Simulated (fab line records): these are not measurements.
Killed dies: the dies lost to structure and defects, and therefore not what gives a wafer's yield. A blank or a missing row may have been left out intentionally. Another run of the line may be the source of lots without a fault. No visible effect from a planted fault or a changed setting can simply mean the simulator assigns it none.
Chamber matching || flow n5 finfet || ald sin-02 running N5_FIN_SAQP_SPACER2_ALD_28: 4 sister chambers
The step deposits SiO2, target thk 8.1 nm, pulse time 1 s, purge time 2 s. 4 wafers are shown with their chamber, then 7 later ones without.

== WAFERS WITH THEIR CHAMBER ==
{"wafer": "L075.4", "chamber": 1, "heater power w (W)": 561}
{"wafer": "L075.5", "chamber": 3, "heater power w (W)": 409}
{"wafer": "L093.2", "chamber": 0, "heater power w (W)": 495}
{"wafer": "L093.5", "chamber": 2, "heater power w (W)": 482}

== WAFERS WITH NO CHAMBER GIVEN ==
{"wafer": "L093.6", "heater power w (W)": 569}
{"wafer": "L096.1", "heater power w (W)": 583}
{"wafer": "L096.2", "heater power w (W)": 494}
{"wafer": "L096.3", "heater power w (W)": 412}
{"wafer": "L096.4", "heater power w (W)": 494}
{"wafer": "L096.5", "heater power w (W)": 405}
{"wafer": "L096.6", "heater power w (W)": 469}

== THE CHAMBER EACH PASSED THROUGH ==
{"wafer": "L093.6", "from the rows above": 1, "in truth": 1}
{"wafer": "L096.1", "from the rows above": 1, "in truth": 1}
{"wafer": "L096.2", "from the rows above": "can't be placed: 0 or 2", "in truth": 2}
{"wafer": "L096.3", "from the rows above": 3, "in truth": 3}
{"wafer": "L096.4", "from the rows above": "can't be placed: 0 or 2", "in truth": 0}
{"wafer": "L096.5", "from the rows above": 3, "in truth": 3}
{"wafer": "L096.6", "from the rows above": "can't be placed: 2 or 0", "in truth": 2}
4 of 7 placed correctly. From these rows, 3 cannot be placed; in 3 the true chamber is one of the candidates. Placed wrongly: 0.
How it was worked out, from the rows above alone: a wafer's distance from a chamber is the root of the sum, over the readings, of the square of ((its reading less the chamber's mean) divided by the reading's scatter). If the next closest chamber is less than 2 further off than the closest, the wafer can't be placed; otherwise it belongs to the closest. The mean given for a chamber averages the wafers shown for that chamber. The scatter: with one shown wafer a chamber, the root of the mean of the squares of how far each hidden wafer lies from its nearest shown one.
